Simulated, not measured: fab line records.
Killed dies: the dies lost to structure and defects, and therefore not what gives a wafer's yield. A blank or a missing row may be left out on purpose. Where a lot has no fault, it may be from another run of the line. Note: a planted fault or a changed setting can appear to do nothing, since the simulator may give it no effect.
Which tool is to blame?	flow n5-finfet	10 lots, 30 wafers sampled, at 5 steps of a route of 1938

== WHAT THE GAUGES SHOWED, per wafer ==
N5_BEOL_M3_CD_MEAS_11 targets a cd of 17.05 nm.
lot	measured	on	cd-nm (nm)
L412	day 7 06:37	cd-sem-02	17.11 17.09 17.00
L413	day 7 07:40	cd-sem-01	16.32 16.42 16.55
L416	day 7 20:50	cd-sem-01	16.97 16.83 16.66
L420	day 9 11:19	cd-sem-01	18.83 18.01 18.09
L421	day 9 15:38	cd-sem-01	18.20 18.22 17.97
L422	day 10 00:28	cd-sem-03	17.74 17.97 17.89
L424	day 10 13:23	cd-sem-02	16.93 16.99 17.02
L425	day 10 16:46	cd-sem-02	17.32 17.09 17.04
L432	day 12 04:28	cd-sem-01	16.88 17.07 16.93
L433	day 12 06:59	cd-sem-01	16.85 17.17 17.01

== WHAT TOOL EACH LOT RAN ON (gives the tool, then ch and the chambers of the sampled wafers, and finally the start) ==
lot	N5_BEOL_M2_SPUTTER_94	N5_BEOL_M2_CMP_52	N5_BEOL_M3_HM_DEP_02	N5_BEOL_M3_EXPOSE_08
L412	pvd-sputter-01, day 7 03:44	cmp-02 ch 0,1,2, day 7 04:29	pvd-sputter-02, day 7 06:05	euv-scanner-02 ch 0, day 7 06:29
L413	pvd-sputter-03, day 7 04:49	cmp-01 ch 1,2, day 7 05:34	pvd-sputter-01, day 7 07:09	euv-scanner-01 ch 0, day 7 07:32
L416	pvd-sputter-01, day 7 17:43	cmp-01 ch 0,1,3, day 7 18:32	pvd-sputter-03, day 7 20:19	euv-scanner-01 ch 0, day 7 20:43
L420	pvd-sputter-03, day 9 08:58	cmp-01 ch 2,3, day 9 09:40	pvd-sputter-02, day 9 10:46	euv-scanner-01 ch 0, day 9 11:11
L421	pvd-sputter-01, day 9 12:55	cmp-02 ch 1,2,3, day 9 13:47	pvd-sputter-01, day 9 15:15	euv-scanner-01 ch 0, day 9 15:31
L422	pvd-sputter-03, day 9 21:56	cmp-03 ch 1,2, day 9 22:44	pvd-sputter-01, day 10 00:04	euv-scanner-01 ch 0, day 10 00:20
L424	pvd-sputter-02, day 10 09:26	cmp-02 ch 1,2,3, day 10 11:10	pvd-sputter-01, day 10 12:52	euv-scanner-02 ch 0, day 10 13:15
L425	pvd-sputter-02, day 10 11:16	cmp-01 ch 1,2, day 10 13:45	pvd-sputter-02, day 10 16:22	euv-scanner-02 ch 0, day 10 16:38
L432	pvd-sputter-02, day 12 01:23	cmp-02 ch 0,1, day 12 02:05	pvd-sputter-01, day 12 03:57	euv-scanner-02 ch 0, day 12 04:21
L433	pvd-sputter-02, day 12 04:36	cmp-03 ch 0,1,2, day 12 05:21	pvd-sputter-02, day 12 06:36	euv-scanner-02 ch 0, day 12 06:52
- N5_BEOL_M2_SPUTTER_94: material Cu, target thk 4.5 nm, time 8.29 s.
- N5_BEOL_M2_CMP_52: polishes, stops on SiOC, t overpolish 6.8 s, target thk 40 nm.
- N5_BEOL_M3_HM_DEP_02: deposits TiN, target thk 20 nm.
- N5_BEOL_M3_EXPOSE_08: exposes mask M3.

== THE ANSWER, worked out from the rows above alone ==
Rule: usual is defined by the lots themselves. Put in order of their means at a reading, lots are off if they are a third of the lots or fewer, leave a main group of 4 or more, and stand apart from it by a gap of 3 or more times the standard deviation of the main group's means; of several such gaps the widest counts. The tables above print the reading to a certain number of digits; a main group whose means all agree to those digits is not used. A lot without any number at a reading at which 4 lots or more have one is off too. Any other lot the step has rows for is counted as sound.
Off: L420, L421, L422, at N5_BEOL_M3_CD_MEAS_11 (cd-nm). For the main group the mean is 16.92 nm and the standard deviation 0.22.
If a tool, at a process step before that reading, ran all the lots that are off and no sound lot after the first of them, it fits. Gauges at N5_BEOL_M3_CD_MEAS_11: tried the same way as those tools. One fits: N5_BEOL_M3_EXPOSE_08 on euv-scanner-01. A fault onset in the window from L416 (day 7 20:43, its last sound lot) to L420 (day 9 11:11, its first lot off) fits.

== WHAT HAD BEEN PUT IN BY THE SIMULATOR ==
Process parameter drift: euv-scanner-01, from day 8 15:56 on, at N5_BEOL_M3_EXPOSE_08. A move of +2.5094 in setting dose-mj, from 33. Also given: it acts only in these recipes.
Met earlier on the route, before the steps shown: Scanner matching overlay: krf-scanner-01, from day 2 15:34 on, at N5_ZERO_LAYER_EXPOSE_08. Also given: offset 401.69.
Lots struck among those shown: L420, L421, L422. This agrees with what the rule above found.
